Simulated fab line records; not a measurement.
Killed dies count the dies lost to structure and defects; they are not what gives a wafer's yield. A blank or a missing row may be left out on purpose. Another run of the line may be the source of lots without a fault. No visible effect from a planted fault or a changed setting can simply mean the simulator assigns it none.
fab line records + flow n5_finfet + part 2 of 2: steps 4 to 6 of 6
[record]
- lots = 23
- wafers = 69
- last_day = 17
route steps=1938 shown FIN_CUT@166 STI_FIN_REVEAL@191 DUMMY_GATE@246 SPACER0@261 SD_EPI_N@270
lots untouched by any fault: they come from a run of this same line in which no faults occurred
start_h: the number of hours between the record's first day and the start of the first shown wafer of the lot + wait_h: hours from the lot's prior step to this one + " identical to the entry in the row above + L1.1+2: one row covering several wafers at once + - no value present, or no start provided + * or withheld: withheld + < > ~ a bound
route shown NAME@n: NAME is a module with steps in the file, n the number in the route of the first one + usual: mean/standard deviation taken from wafers without a fault + same: alike in all rows + chamber/n: place in a boat + sites: each site's reading + _std_site: standard deviation of those values + _edge_site: outer sites' mean less inner sites' + radius_mm: how far each site lies from the wafer's centre + mask NAME#n: copy n + behind: the tool/chamber that last shaped the wafer + hold: why the lot went on hold/how many hours it stayed there/how the hold came to an end + device: the n, p or np transistor that did not switch + end of line: tests run on the same wafers once the route is complete + where a step has no rows: the recipe by itself + killed: not the wafer's yield, but the dies lost to structure and defects at the first sort + map: per-die view of a wafer (x killed, . not killed, _ where there is no die)
set.NAME: the setting that was run; set.NAME@STEP: the one run at that earlier step + model.NAME: the simulator's own value behind a step, which no gauge read
one table for each step of the route and one row for each wafer, over a sample of lots
services: from which hour (start_h, from the record's first day; less than 0 if before it) a tool's chamber was out of use, for how many hours, and why
[[steps]]
[step N5_DUMMY_GATE_ETCH_23]
[recipe]
- chemistry = HBr/Cl2/O2
- HBr_flow_sccm = 150
- Cl2_flow_sccm = 80
- O2_flow_sccm = 12
- bias_w = 102
- target_depth_a = 410
- time_s = 22.3
- target = poly-Si
- mask_material = SiO2
- pressure_mtorr = 10
- icp_w = 800
[usual]
- chamber_pressure_mTorr = 10.000/0.0091
- drypump_motor_current_A = 5.6/0.42
- oes_product_au = 1.005/0.018
- throttle_valve_pct = 37.3/0.36
| lot.wafer | tool      | chamber | start_h | wait_h | chamber_pressure_mTorr | drypump_motor_current_A | oes_product_au | rf_hours_counter_h | throttle_valve_pct |
|-----------|-----------|---------|---------|--------|------------------------|-------------------------|----------------|--------------------|--------------------|
| L074.2    | rie_si-03 | 2       | 47.71   | 0.0    | 10.003                 | 6.2                     | 0.973          | 165                | 37.7               |
| L074.4    | "         | 1       | "       | "      | 10.001                 | 5.4                     | 0.977          | 0                  | 36.7               |
| L074.5    | "         | 3       | "       | "      | 9.989                  | 5.7                     | 1.031          | -                  | 37.0               |
| L075.1    | rie_si-01 | 1       | 54.92   | 0.0    | 10.008                 | 5.1                     | 0.973          | 181                | 37.0               |
| L075.3    | "         | 3       | "       | "      | 10.004                 | 5.8                     | 0.995          | 181                | 37.8               |
| L075.6    | "         | 0       | "       | "      | 10.001                 | 5.3                     | 1.012          | -                  | 37.0               |
| L076.1    | rie_si-01 | 1       | 59.62   | 0.0    | 10.008                 | 5.1                     | 0.987          | 181                | 37.0               |
| L076.2    | "         | 3       | "       | "      | 9.980                  | 5.8                     | 0.997          | 181                | 37.8               |
| L076.3    | "         | 2       | "       | "      | 10.005                 | 5.7                     | 1.011          | 161                | 37.9               |
| L077.2    | rie_si-01 | 3       | 67.28   | 0.0    | 10.002                 | 5.8                     | 1.006          | 181                | 37.8               |
| L077.3    | "         | 0       | "       | "      | 9.999                  | 5.3                     | 1.016          | 43                 | 37.0               |
| L077.6    | "         | 0       | "       | "      | 9.988                  | 5.3                     | 1.022          | -                  | 37.0               |
| L078.2    | rie_si-01 | 0       | 70.24   | 0.0    | 10.014                 | 5.3                     | 1.008          | 43                 | 37.0               |
| L078.3    | "         | 1       | "       | "      | 9.999                  | 5.1                     | 0.982          | 181                | 37.0               |
| L078.5    | "         | 0       | "       | "      | 9.998                  | 5.3                     | 1.019          | -                  | 37.0               |
| L079.1    | rie_si-03 | 1       | 76.17   | 0.0    | 10.001                 | 5.4                     | 0.977          | 1                  | 36.6               |
| L079.4    | "         | 0       | "       | "      | 10.006                 | 5.5                     | 1.018          | 177                | 37.4               |
| L079.6    | "         | 0       | "       | "      | 10.004                 | 5.5                     | 1.013          | -                  | 37.3               |
| L080.2    | rie_si-01 | 0       | 82.71   | 0.0    | 10.019                 | 5.3                     | 1.014          | 44                 | 37.0               |
| L080.3    | "         | 1       | "       | "      | 10.002                 | 5.1                     | 0.969          | 181                | 37.0               |
| L080.6    | "         | 0       | "       | "      | 9.999                  | 5.3                     | 1.021          | -                  | 36.9               |
| L081.2    | rie_si-03 | 0       | 88.50   | 0.0    | 9.999                  | 5.5                     | 1.021          | 177                | 37.4               |
| L081.3    | "         | 3       | "       | "      | 10.004                 | 5.6                     | 1.033          | 135                | 37.0               |
| L081.4    | "         | 2       | "       | "      | 10.002                 | 6.1                     | 0.986          | 166                | 37.7               |
| L082.1    | rie_si-05 | 2       | 96.49   | 0.0    | 9.997                  | 5.0                     | 1.040          | 142                | 37.1               |
| L082.2    | "         | 0       | "       | "      | 10.003                 | 5.5                     | 0.985          | 110                | 37.4               |
| L082.4    | "         | 3       | "       | "      | 10.011                 | 6.2                     | 0.989          | 17                 | 37.3               |
| L083.1    | rie_si-01 | 1       | 102.85  | 0.0    | 9.994                  | 5.1                     | 0.971          | 182                | 37.0               |
| L083.3    | "         | 3       | "       | "      | 10.009                 | 5.8                     | 0.991          | 182                | 37.8               |
| L083.6    | "         | 3       | "       | "      | 9.993                  | 5.8                     | 0.999          | -                  | 37.8               |
| L084.1    | rie_si-05 | 1       | 109.85  | 0.0    | 10.002                 | 6.4                     | 1.008          | 3                  | 37.3               |
| L084.5    | "         | 3       | "       | "      | 10.001                 | 6.1                     | 0.989          | -                  | 37.3               |
| L084.6    | "         | 2       | "       | "      | 10.012                 | 5.0                     | 1.034          | -                  | 37.0               |
| L085.4    | rie_si-05 | 2       | 114.51  | 0.0    | 9.989                  | 4.9                     | 1.034          | 142                | 37.1               |
| L085.5    | "         | 2       | "       | "      | 10.014                 | 5.0                     | 1.035          | -                  | 37.1               |
| L085.6    | "         | 1       | "       | "      | 9.988                  | 6.4                     | 1.027          | -                  | 37.3               |
| L086.1    | rie_si-05 | 2       | 121.42  | 0.0    | 9.997                  | 5.0                     | 1.029          | 142                | 37.1               |
| L086.3    | "         | 0       | "       | "      | 9.998                  | 5.5                     | 0.987          | 110                | 37.4               |
| L086.4    | "         | 3       | "       | "      | 9.988                  | 6.2                     | 0.986          | 17                 | 37.3               |
| L087.2    | rie_si-05 | 1       | 126.37  | 0.0    | 9.998                  | 6.4                     | 1.004          | 4                  | 37.3               |
| L087.5    | "         | 1       | "       | "      | 10.008                 | 6.4                     | 1.013          | -                  | 37.3               |
| L087.6    | "         | 0       | "       | "      | 10.016                 | 5.5                     | 0.991          | -                  | 37.4               |
| L088.1    | rie_si-01 | 1       | 130.39  | 0.0    | 9.991                  | 5.1                     | 0.973          | 182                | 37.0               |
| L088.2    | "         | 2       | "       | "      | 10.000                 | 5.7                     | 1.012          | 162                | 37.9               |
| L088.6    | "         | 2       | "       | "      | 10.001                 | 5.7                     | 1.005          | -                  | 37.9               |
| L089.1    | rie_si-01 | 0       | 136.77  | 0.0    | 10.002                 | 5.3                     | 1.025          | 44                 | 37.0               |
| L089.3    | "         | 2       | "       | "      | 10.001                 | 5.7                     | 1.000          | 163                | 37.9               |
| L089.5    | "         | 3       | "       | "      | 10.008                 | 5.8                     | 0.998          | -                  | 37.8               |
| L090.3    | rie_si-05 | 2       | 142.88  | 0.0    | 9.995                  | 5.0                     | 1.028          | 143                | 37.1               |
| L090.4    | "         | 3       | "       | "      | 10.006                 | 6.1                     | 0.998          | 18                 | 37.3               |
| L090.6    | "         | 1       | "       | "      | 9.991                  | 6.4                     | 1.013          | -                  | 37.3               |
| L091.1    | rie_si-03 | 3       | 149.83  | 0.0    | 10.008                 | 5.7                     | 1.023          | 136                | 37.0               |
| L091.3    | "         | 1       | "       | "      | 10.025                 | 5.4                     | 0.974          | 2                  | 36.7               |
| L091.5    | "         | 3       | "       | "      | 10.003                 | 5.7                     | 1.023          | -                  | 37.0               |
| L092.1    | rie_si-05 | 0       | 157.14  | 0.0    | 10.001                 | 5.6                     | 0.993          | 111                | 37.4               |
| L092.2    | "         | 1       | "       | "      | 9.992                  | 6.4                     | 1.010          | 4                  | 37.3               |
| L092.6    | "         | 3       | "       | "      | 9.998                  | 6.2                     | 0.997          | -                  | 37.3               |
| L093.1    | rie_si-05 | 2       | 161.94  | 0.0    | 9.994                  | 5.0                     | 1.039          | 143                | 37.1               |
| L093.3    | "         | 1       | "       | "      | 10.014                 | 6.4                     | 1.009          | 4                  | 37.3               |
| L093.4    | "         | 0       | "       | "      | 10.004                 | 5.6                     | 0.993          | 111                | 37.4               |
| L095.2    | rie_si-01 | 2       | 173.16  | 0.0    | 10.006                 | 5.7                     | 1.019          | 163                | 37.9               |
| L095.3    | "         | 1       | "       | "      | 10.003                 | 5.1                     | 0.980          | 183                | 37.0               |
| L095.5    | "         | 2       | "       | "      | 10.005                 | 5.7                     | 1.002          | -                  | 37.9               |
| L096.1    | rie_si-01 | 0       | 177.81  | 0.0    | 9.998                  | 5.3                     | 1.025          | 45                 | 37.0               |
| L096.2    | "         | 1       | "       | "      | 9.980                  | 5.1                     | 0.980          | 183                | 37.0               |
| L096.5    | "         | 2       | "       | "      | 9.981                  | 5.7                     | 1.001          | -                  | 37.9               |
| L097.2    | rie_si-03 | 2       | 185.96  | 0.0    | 10.013                 | 6.2                     | 1.009          | 168                | 37.7               |
| L097.3    | "         | 0       | "       | "      | 9.989                  | 5.5                     | 1.024          | 179                | 37.3               |
| L097.6    | "         | 0       | "       | "      | 10.001                 | 5.5                     | 1.019          | -                  | 37.4               |
[step N5_SPACER0_INSPECT_04]
[recipe]
- inspect_instrument = darkfield
- mode = post_dep
[usual]
- raw_defect_count = 136/37
| lot.wafer | tool              | chamber | start_h | wait_h | raw_defect_count |
|-----------|-------------------|---------|---------|--------|------------------|
| L074.2    | defect_inspect-01 | -       | 48.77   | 0.1    | 96               |
| L074.4    | "                 | -       | "       | "      | 91               |
| L074.5    | "                 | -       | "       | "      | 105              |
| L075.1    | defect_inspect-01 | -       | 56.05   | 0.1    | 143              |
| L075.3    | "                 | -       | "       | "      | 122              |
| L075.6    | "                 | -       | "       | "      | 185              |
| L076.1    | defect_inspect-01 | -       | 60.95   | 0.1    | 210              |
| L076.2    | "                 | -       | "       | "      | 141              |
| L076.3    | "                 | -       | "       | "      | 173              |
| L077.2    | defect_inspect-01 | -       | 68.33   | 0.1    | 131              |
| L077.3    | "                 | -       | "       | "      | 125              |
| L077.6    | "                 | -       | "       | "      | 94               |
| L078.2    | defect_inspect-01 | -       | 73.16   | 0.1    | 160              |
| L078.3    | "                 | -       | "       | "      | 126              |
| L078.5    | "                 | -       | "       | "      | 98               |
| L079.1    | defect_inspect-02 | -       | 78.37   | 0.1    | 122              |
| L079.4    | "                 | -       | "       | "      | 144              |
| L079.6    | "                 | -       | "       | "      | 176              |
| L080.2    | defect_inspect-01 | -       | 84.24   | 0.1    | 83               |
| L080.3    | "                 | -       | "       | "      | 87               |
| L080.6    | "                 | -       | "       | "      | 114              |
| L081.2    | defect_inspect-01 | -       | 91.13   | 0.1    | 154              |
| L081.3    | "                 | -       | "       | "      | 88               |
| L081.4    | "                 | -       | "       | "      | 133              |
| L082.1    | defect_inspect-01 | -       | 98.13   | 0.1    | 152              |
| L082.2    | "                 | -       | "       | "      | 115              |
| L082.4    | "                 | -       | "       | "      | 131              |
| L083.1    | defect_inspect-02 | -       | 103.90  | 0.1    | 131              |
| L083.3    | "                 | -       | "       | "      | 115              |
| L083.6    | "                 | -       | "       | "      | 134              |
| L084.1    | defect_inspect-01 | -       | 110.90  | 0.1    | 178              |
| L084.5    | "                 | -       | "       | "      | 90               |
| L084.6    | "                 | -       | "       | "      | 122              |
| L085.4    | defect_inspect-01 | -       | 115.57  | 0.1    | 92               |
| L085.5    | "                 | -       | "       | "      | 80               |
| L085.6    | "                 | -       | "       | "      | 105              |
| L086.1    | defect_inspect-01 | -       | 122.66  | 0.1    | 94               |
| L086.3    | "                 | -       | "       | "      | 154              |
| L086.4    | "                 | -       | "       | "      | 181              |
| L087.2    | defect_inspect-01 | -       | 127.58  | 0.1    | 154              |
| L087.5    | "                 | -       | "       | "      | 69               |
| L087.6    | "                 | -       | "       | "      | 144              |
| L088.1    | defect_inspect-02 | -       | 131.72  | 0.2    | 159              |
| L088.2    | "                 | -       | "       | "      | 176              |
| L088.6    | "                 | -       | "       | "      | 113              |
| L089.1    | defect_inspect-01 | -       | 137.94  | 0.1    | 158              |
| L089.3    | "                 | -       | "       | "      | 137              |
| L089.5    | "                 | -       | "       | "      | 94               |
| L090.3    | defect_inspect-02 | -       | 144.04  | 0.1    | 161              |
| L090.4    | "                 | -       | "       | "      | 133              |
| L090.6    | "                 | -       | "       | "      | 188              |
| L091.1    | defect_inspect-02 | -       | 151.07  | 0.1    | 176              |
| L091.3    | "                 | -       | "       | "      | 192              |
| L091.5    | "                 | -       | "       | "      | 108              |
| L092.1    | defect_inspect-02 | -       | 158.21  | 0.1    | 107              |
| L092.2    | "                 | -       | "       | "      | 107              |
| L092.6    | "                 | -       | "       | "      | 120              |
| L093.1    | defect_inspect-02 | -       | 163.00  | 0.1    | 150              |
| L093.3    | "                 | -       | "       | "      | 176              |
| L093.4    | "                 | -       | "       | "      | 128              |
| L095.2    | defect_inspect-01 | -       | 174.52  | 0.1    | 131              |
| L095.3    | "                 | -       | "       | "      | 80               |
| L095.5    | "                 | -       | "       | "      | 129              |
| L096.1    | defect_inspect-01 | -       | 179.79  | 0.1    | 133              |
| L096.2    | "                 | -       | "       | "      | 167              |
| L096.5    | "                 | -       | "       | "      | 114              |
| L097.2    | defect_inspect-02 | -       | 189.14  | 0.1    | 124              |
| L097.3    | "                 | -       | "       | "      | 127              |
| L097.6    | "                 | -       | "       | "      | 156              |
[step N5_SD_EPI_N_CD_MEAS_09]
[recipe]
- target_cd_nm = 120
- landing_energy_ev = 500
- detector = se_inlens
[usual]
- cd_nm = 120.0/0.73
| lot.wafer | tool      | chamber | start_h | wait_h | cd_nm |
|-----------|-----------|---------|---------|--------|-------|
| L074.2    | cd_sem-01 | 0       | 49.16   | -      | 120.8 |
| L074.4    | "         | 0       | "       | "      | 121.3 |
| L074.5    | "         | 0       | "       | "      | 120.4 |
| L075.1    | cd_sem-03 | 0       | 56.46   | -      | 120.6 |
| L075.3    | "         | 0       | "       | "      | 121.6 |
| L075.6    | "         | 0       | "       | "      | 121.2 |
| L076.1    | cd_sem-01 | 0       | 61.23   | -      | 120.4 |
| L076.2    | "         | 0       | "       | "      | 119.3 |
| L076.3    | "         | 0       | "       | "      | 119.7 |
| L077.2    | cd_sem-01 | 0       | 68.73   | -      | 119.3 |
| L077.3    | "         | 0       | "       | "      | 120.4 |
| L077.6    | "         | 0       | "       | "      | 119.4 |
| L078.2    | cd_sem-03 | 0       | 73.44   | -      | 119.8 |
| L078.3    | "         | 0       | "       | "      | 119.4 |
| L078.5    | "         | 0       | "       | "      | 119.5 |
| L079.1    | cd_sem-03 | 0       | 78.77   | -      | 120.4 |
| L079.4    | "         | 0       | "       | "      | 120.2 |
| L079.6    | "         | 0       | "       | "      | 120.6 |
| L080.2    | cd_sem-01 | 0       | 84.65   | -      | 120.1 |
| L080.3    | "         | 0       | "       | "      | 120.5 |
| L080.6    | "         | 0       | "       | "      | 120.8 |
| L081.2    | cd_sem-03 | 0       | 91.53   | -      | 120.2 |
| L081.3    | "         | 0       | "       | "      | 122.0 |
| L081.4    | "         | 0       | "       | "      | 121.0 |
| L082.1    | cd_sem-02 | 0       | 98.41   | -      | 118.1 |
| L082.2    | "         | 0       | "       | "      | 119.3 |
| L082.4    | "         | 0       | "       | "      | 120.2 |
| L083.1    | cd_sem-02 | 0       | 104.30  | -      | 119.8 |
| L083.3    | "         | 0       | "       | "      | 118.9 |
| L083.6    | "         | 0       | "       | "      | 119.7 |
| L084.1    | cd_sem-03 | 0       | 111.30  | -      | 121.0 |
| L084.5    | "         | 0       | "       | "      | 120.4 |
| L084.6    | "         | 0       | "       | "      | 120.9 |
| L085.4    | cd_sem-03 | 0       | 115.85  | -      | 118.8 |
| L085.5    | "         | 0       | "       | "      | 119.0 |
| L085.6    | "         | 0       | "       | "      | 119.4 |
| L086.1    | cd_sem-01 | 0       | 123.06  | -      | 120.7 |
| L086.3    | "         | 0       | "       | "      | 119.6 |
| L086.4    | "         | 0       | "       | "      | 120.3 |
| L087.2    | cd_sem-01 | 0       | 127.98  | -      | 118.8 |
| L087.5    | "         | 0       | "       | "      | 119.7 |
| L087.6    | "         | 0       | "       | "      | 119.1 |
| L088.1    | cd_sem-03 | 0       | 131.99  | -      | 120.3 |
| L088.2    | "         | 0       | "       | "      | 121.0 |
| L088.6    | "         | 0       | "       | "      | 120.2 |
| L089.1    | cd_sem-02 | 0       | 138.34  | -      | 119.7 |
| L089.3    | "         | 0       | "       | "      | 119.1 |
| L089.5    | "         | 0       | "       | "      | 119.9 |
| L090.3    | cd_sem-02 | 0       | 144.31  | -      | 120.2 |
| L090.4    | "         | 0       | "       | "      | 119.4 |
| L090.6    | "         | 0       | "       | "      | 120.9 |
| L091.1    | cd_sem-01 | 0       | 151.34  | -      | 120.7 |
| L091.3    | "         | 0       | "       | "      | 120.2 |
| L091.5    | "         | 0       | "       | "      | 120.1 |
| L092.1    | cd_sem-02 | 0       | 158.60  | -      | 119.4 |
| L092.2    | "         | 0       | "       | "      | 119.8 |
| L092.6    | "         | 0       | "       | "      | 120.6 |
| L093.1    | cd_sem-01 | 0       | 163.27  | -      | 119.9 |
| L093.3    | "         | 0       | "       | "      | 119.9 |
| L093.4    | "         | 0       | "       | "      | 120.3 |
| L095.2    | cd_sem-01 | 0       | 174.79  | -      | 120.1 |
| L095.3    | "         | 0       | "       | "      | 121.5 |
| L095.5    | "         | 0       | "       | "      | 120.2 |
| L096.1    | cd_sem-01 | 0       | 180.06  | -      | 119.8 |
| L096.2    | "         | 0       | "       | "      | 120.2 |
| L096.5    | "         | 0       | "       | "      | 120.3 |
| L097.2    | cd_sem-01 | 0       | 189.54  | -      | 118.9 |
| L097.3    | "         | 0       | "       | "      | 119.6 |
| L097.6    | "         | 0       | "       | "      | 120.1 |
[[services]]
| tool        | chamber | start_h | hours | kind                          |
|-------------|---------|---------|-------|-------------------------------|
| rie_si-03   | 3       | 10.04   | 4.7   | repair                        |
| rie_diel-03 | 3       | 17.01   | 2.6   | repair                        |
| rie_diel-05 | -       | 17.63   | 15.6  | pm                            |
| rie_si-03   | 1       | 30.52   | -     | clean                         |
| rie_si-03   | 1       | 30.52   | -     | consumable_replace:focus_ring |
| rie_si-03   | 1       | 30.52   | 12.8  | scheduled_down                |
| rie_si-03   | 1       | 30.52   | 12.8  | vent_cycle                    |
| rie_diel-04 | -       | 41.41   | 0.5   | repair                        |
| rie_diel-04 | 3       | 42.13   | 4.5   | repair                        |
| rie_diel-04 | 1       | 53.27   | 13.5  | repair                        |
| rie_si-03   | 0       | 63.89   | 4.9   | repair                        |
| rie_diel-05 | 0       | 77.23   | 7.1   | repair                        |
| rie_diel-02 | 1       | 80.37   | 7.8   | repair                        |
| rie_diel-02 | 0       | 80.68   | 14.0  | repair                        |
| rie_diel-01 | 1       | 94.09   | 2.9   | repair                        |
| rie_diel-04 | 2       | 97.38   | 9.7   | repair                        |
| rie_diel-05 | 0       | 122.16  | 10.0  | repair                        |
| rie_diel-03 | -       | 128.90  | 15.6  | pm                            |
| rie_diel-02 | 3       | 139.39  | 2.0   | repair                        |
| rie_diel-04 | 3       | 146.43  | 9.5   | repair                        |
| rie_si-03   | 1       | 150.75  | 21.8  | repair                        |
| rie_diel-03 | 0       | 168.28  | 7.7   | repair                        |
| rie_diel-01 | -       | 178.16  | 0.7   | repair                        |
| rie_diel-06 | 1       | 181.26  | 7.0   | repair                        |
